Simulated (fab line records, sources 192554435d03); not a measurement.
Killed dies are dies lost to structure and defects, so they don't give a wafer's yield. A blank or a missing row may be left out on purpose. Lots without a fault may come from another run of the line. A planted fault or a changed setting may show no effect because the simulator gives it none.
Which tool did it? | flow n5_finfet | 9 lots, 25 wafers sampled, at 4 steps of a route of 1938

WHAT THE GAUGES READ, wafer by wafer
N5_BEOL_M5_THK_MEAS_01.
lot  | measured     | on            | M5_ILD_THK (nm)
L774 | day 7 16:42  | film_metro-01 | 120.5 119.2 120.3
L775 | day 8 04:31  | film_metro-02 | 119.4 120.3 119.1
L780 | day 9 13:17  | film_metro-01 | 119.4 120.9 122.2
L783 | day 10 03:38 | film_metro-02 | 119.3 122.1 124.2
L789 | day 11 23:31 | film_metro-01 | 58.5 59.1
L793 | day 12 11:19 | film_metro-02 | 56.6 57.1 123.3
L794 | day 12 20:28 | film_metro-02 | 118.7 60.1
L796 | day 13 20:53 | film_metro-02 | 119.2 118.7 121.9
L797 | day 14 00:36 | film_metro-01 | 117.6 122.0 123.2

WHICH TOOL RAN EACH LOT (tool, then ch and the chambers of the sampled wafers, then the start)
lot  | N5_BEOL_M4_ANNEAL_82         | N5_BEOL_M4_CMP_52             | N5_BEOL_M5_ILD_DEP_00
L774 | pvd_sputter-01, day 7 12:50  | cmp-03 ch 1,2,3, day 7 14:34  | pecvd-04 ch 0,1, day 7 16:08
L775 | pvd_sputter-03, day 8 00:36  | cmp-03 ch 1,2,3, day 8 02:25  | pecvd-02 ch 0,1, day 8 03:56
L780 | pvd_sputter-01, day 9 09:25  | cmp-01 ch 0,2,3, day 9 11:08  | pecvd-03 ch 0,1, day 9 12:43
L783 | pvd_sputter-03, day 9 22:14  | cmp-01 ch 0,1,2, day 10 01:30 | pecvd-03 ch 0,1,2, day 10 03:04
L789 | pvd_sputter-02, day 11 19:35 | cmp-02 ch 1,2, day 11 21:22   | pecvd-03 ch 0,2, day 11 22:56
L793 | pvd_sputter-03, day 12 07:16 | cmp-02 ch 0,1,2, day 12 09:16 | pecvd-03 ch 0,2, day 12 10:43
L794 | pvd_sputter-03, day 12 16:32 | cmp-02 ch 1,2, day 12 18:20   | pecvd-03 ch 1,2, day 12 19:54
L796 | pvd_sputter-01, day 13 16:32 | cmp-03 ch 0,3, day 13 18:18   | pecvd-02 ch 0,1,2, day 13 19:50
L797 | pvd_sputter-02, day 13 20:16 | cmp-02 ch 2,3, day 13 22:06   | pecvd-04 ch 1,2, day 13 23:41
- N5_BEOL_M4_ANNEAL_82: time 240 s.
- N5_BEOL_M4_CMP_52: polishes, stops on SiOC, t overpolish 6.8 s, target thk 40 nm.
- N5_BEOL_M5_ILD_DEP_00: deposits SiCOH lowk from DEMS/porogen, target thk 140.64 nm, time 25.9 s.

THE ANSWER, worked out from the rows above alone
Rule: what is usual is taken from the lots themselves. Put in order of their means at a reading, lots are off if they are a third of the lots or fewer, leave a main group of 4 or more, and stand apart from it by a gap of 3 or more times the standard deviation of the main group's means; of several such gaps the widest counts. A main group whose means are all the same, to the digits that the tables above print for the reading, isn't used. A lot without any number at a reading at which 4 lots or more have one is off too. The other lots that the step has rows for count as sound.
Off: L789, L793, L794, at N5_BEOL_M5_THK_MEAS_01 (M5_ILD_THK). The main group: mean 120.5 nm, standard deviation 0.77.
A tool fits if, at a process step before that reading, it ran every lot that is off, and no sound lot after the first of them. The gauges at N5_BEOL_M5_THK_MEAS_01 are tried like those tools. One fits: pecvd-03 at N5_BEOL_M5_ILD_DEP_00. Its last sound lot is L783 (day 10 03:04), its first lot that is off L789 (day 11 22:56): a fault that began between those two fits.

WHAT THE SIMULATOR HAD PUT IN
Process parameter drift: pecvd-03, from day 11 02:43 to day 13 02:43, at N5_BEOL_M5_ILD_DEP_00. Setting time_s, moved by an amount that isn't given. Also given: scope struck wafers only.
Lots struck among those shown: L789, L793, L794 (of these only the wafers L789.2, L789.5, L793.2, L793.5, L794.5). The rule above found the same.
